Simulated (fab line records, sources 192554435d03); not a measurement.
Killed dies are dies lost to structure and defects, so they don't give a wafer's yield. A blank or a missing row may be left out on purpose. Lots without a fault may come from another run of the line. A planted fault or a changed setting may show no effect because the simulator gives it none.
Split-lot experiment | flow n5_finfet | 7 lots, 21 wafers read, on a route of 1938 steps

THE SPLIT
At N5_BEOL_M11_PECVD_70 (deposits SiO2 from TEOS/O2, target thk 20 nm, time 22.7 s), the setting temp_c was moved away from the recipe's 400 C on 9 of the 21 wafers read, by -3.0% to +2.3%. The other wafers ran this setting at the recipe's value.

FROM THE SPLIT TO THE READING: what the file shows between them, 5 steps
- N5_BEOL_M11_ETCH_66: etches SOC in N2/H2, target depth 120 nm, overetch 24 nm, time 180 s (also split here: time_s)
- N5_BEOL_M11_VIA_ETCH_34: etches SiCOH lowk in C4F6/O2, target depth 184.5 nm, time 69.2 s (also split here: source_w)
- N5_BEOL_M11_STRIP_73: strips in C4F6/O2
- N5_BEOL_M11_STRIP_36: strips in N2/H2
- N5_BEOL_M11_STRIP_77: strips in N2/H2, time 10 s

THE READING
SiO2_of_BEOL_M11_PECVD_70.thk_nm (the simulator's own value, which no gauge read), in nm, at N5_BEOL_M11_HM_STRIP_39 (strips TiN in peroxide tin strip, target depth 25 nm, time 158 s). The file gives no usual value for it. The 12 wafers here that ran the recipe average 19.8 nm, standard deviation 0.28 nm.

wafer  | tool, chamber at the split | temp_c as run, C | against the recipe | SiO2_of_BEOL_M11_PECVD_70.thk_nm, nm | against lot-mates on the recipe
L079.3 | pecvd-04, 2                | 408.1            | +2.0%              | 18.6                                 | -1.4
L079.4 | pecvd-04, 0                | 400              | recipe             | 20.2                                 | -
L079.5 | pecvd-04, 1                | 400              | recipe             | 19.8                                 | -
L087.2 | pecvd-01, 0                | 392.2            | -2.0%              | 21                                   | +1.4
L087.5 | pecvd-01, 0                | 392.2            | -2.0%              | 21                                   | +1.4
L087.4 | pecvd-01, 1                | 400              | recipe             | 19.6                                 | -
L089.2 | pecvd-03, 0                | 406.8            | +1.7%              | 18.6                                 | -1.0
L089.5 | pecvd-03, 0                | 406.8            | +1.7%              | 19.2                                 | -0.4
L089.6 | pecvd-03, 2                | 400              | recipe             | 19.6                                 | -
L091.1 | pecvd-01, 1                | 400              | recipe             | 19.4                                 | -
L091.4 | pecvd-01, 1                | 400              | recipe             | 19.8                                 | -
L091.6 | pecvd-01, 2                | 400              | recipe             | 20                                   | -
L093.2 | pecvd-04, 0                | 409.2            | +2.3%              | 18.8                                 | -1.4
L093.5 | pecvd-04, 2                | 409.2            | +2.3%              | 19.2                                 | -1.0
L093.6 | pecvd-04, 0                | 400              | recipe             | 20.2                                 | -
L094.3 | pecvd-03, 2                | 400              | recipe             | 19.4                                 | -
L094.4 | pecvd-03, 0                | 400              | recipe             | 19.8                                 | -
L094.5 | pecvd-03, 1                | 400              | recipe             | 19.6                                 | -
L097.1 | pecvd-04, 2                | 388.1            | -3.0%              | 21.4                                 | +1.2
L097.3 | pecvd-04, 1                | 388.1            | -3.0%              | 21.8                                 | +1.6
L097.5 | pecvd-04, 0                | 400              | recipe             | 20.2                                 | -

THE FIT
A straight line over all 21 wafers: SiO2_of_BEOL_M11_PECVD_70.thk_nm changes by -0.537 nm for each +1% of temp_c; r = -0.94; the points scatter about the line by 0.3 nm.
The same after taking each lot's own level away (the mean of its wafers on the recipe; 21 wafers): -0.536 nm for each +1%; r = -0.96; scatter 0.25 nm.
On that fit, the largest move of temp_c shifts the reading by 1.6 nm.
The lots' own levels span 19.60 to 20.20 nm, that is 2.1 times the standard deviation above.
So the lot-to-lot level changes the slope little: the two slopes agree.
Check: with one of the wafers moved furthest among these (-3.0%) left out of the fit, the line predicts +1.75 nm for it against its lot-mates. It came out at +1.2 nm against them.

OTHER SPLITS ON THESE WAFERS
These wafers also went through other splits before the reading. Each is held against what the fit with the lots' levels taken away leaves over:
other split on the same wafers   | wafers away from the commonest value | r with SiO2_of_BEOL_M11_PECVD_70.thk_nm (lot level and that fit taken away)
N5_BEOL_M8_DESCUM_16 time_s      | 8                                    | -0.14
N5_BEOL_M9_COAT_05 spin_rpm      | 10                                   | -0.06
N5_BEOL_M9_ETCH_62 time_s        | 8                                    | +0.24
N5_BEOL_M11_ETCH_66 time_s       | 9                                    | +0.20
N5_BEOL_M11_VIA_ETCH_34 source_w | 6                                    | -0.08

THE WHOLE CHAIN: every reading that the file lists as answering this split, in the file's order
step                    | what it does                                                     | reading                                                                           | change (the file's fit)               | r (the file's)
N5_BEOL_M11_PECVD_70    | deposits SiO2 from TEOS/O2, target thk 20 nm, time 22.7 s        | SiO2_of_BEOL_M11_PECVD_70.thk_nm (the simulator's own value, which no gauge read) | -0.562 nm for each +1% of the setting | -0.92
N5_BEOL_M11_HM_STRIP_39 | strips TiN in peroxide tin strip, target depth 25 nm, time 158 s | SiO2_of_BEOL_M11_PECVD_70.thk_nm (the simulator's own value, which no gauge read) | -0.549 nm for each +1% of the setting | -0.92

THE FILE'S OWN FIT
SiO2_of_BEOL_M11_PECVD_70.thk_nm changes by -0.549 nm for each +1% of temp_c, r = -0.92.
